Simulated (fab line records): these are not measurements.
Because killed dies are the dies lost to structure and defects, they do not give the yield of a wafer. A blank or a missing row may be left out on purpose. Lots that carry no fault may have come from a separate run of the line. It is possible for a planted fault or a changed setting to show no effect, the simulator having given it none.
Chamber matching	flow n5_finfet	rie_diel-02 running N5_GATE_CUT_STRIP_41: 4 sister chambers
The step strips in CF4. 8 wafers are shown with their chamber, then 7 later ones without.

## WAFERS, EACH WITH ITS CHAMBER
wafer	chamber	drypump_motor_current_A (A)	oes_product_au (a.u.)
L074.3	3	5.3	0.199
L079.2	0	5.6	0.154
L079.3	3	5.3	0.194
L080.3	1	5.5	0.180
L080.4	0	5.6	0.158
L080.5	2	5.8	0.176
L088.1	1	5.6	0.177
L088.2	2	5.9	0.181

## WAFERS WHOSE CHAMBER IS MISSING
wafer	drypump_motor_current_A (A)	oes_product_au (a.u.)
L088.5	5.6	0.179
L089.1	5.9	0.172
L089.4	5.6	0.220
L089.6	5.3	0.192
L090.1	5.6	0.178
L090.2	5.6	0.217
L090.3	5.9	0.171

## WHICH CHAMBER EACH ONE RAN IN
wafer	from the rows above	in truth
L088.5	1	1
L089.1	2	2
L089.4	3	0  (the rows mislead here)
L089.6	3	3
L090.1	1	1
L090.2	3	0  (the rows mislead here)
L090.3	2	2
Correct placement for 5 of the 7. Can't be placed from these rows: 0. Placed wrongly: 2.
How it was worked out, from the rows above alone: a wafer's distance from a chamber is the root of the sum, over the readings, of the square of ((its reading less the chamber's mean) divided by the reading's scatter). The wafer belongs to the nearest chamber; if the next one is less than 2 further off, it can't be placed. For every chamber, the mean is computed from those of its wafers that are shown. The scatter is the square root of a quotient: the sum, over the shown wafers, of each reading's squared deviation from its chamber's mean, divided by wafers minus chambers.
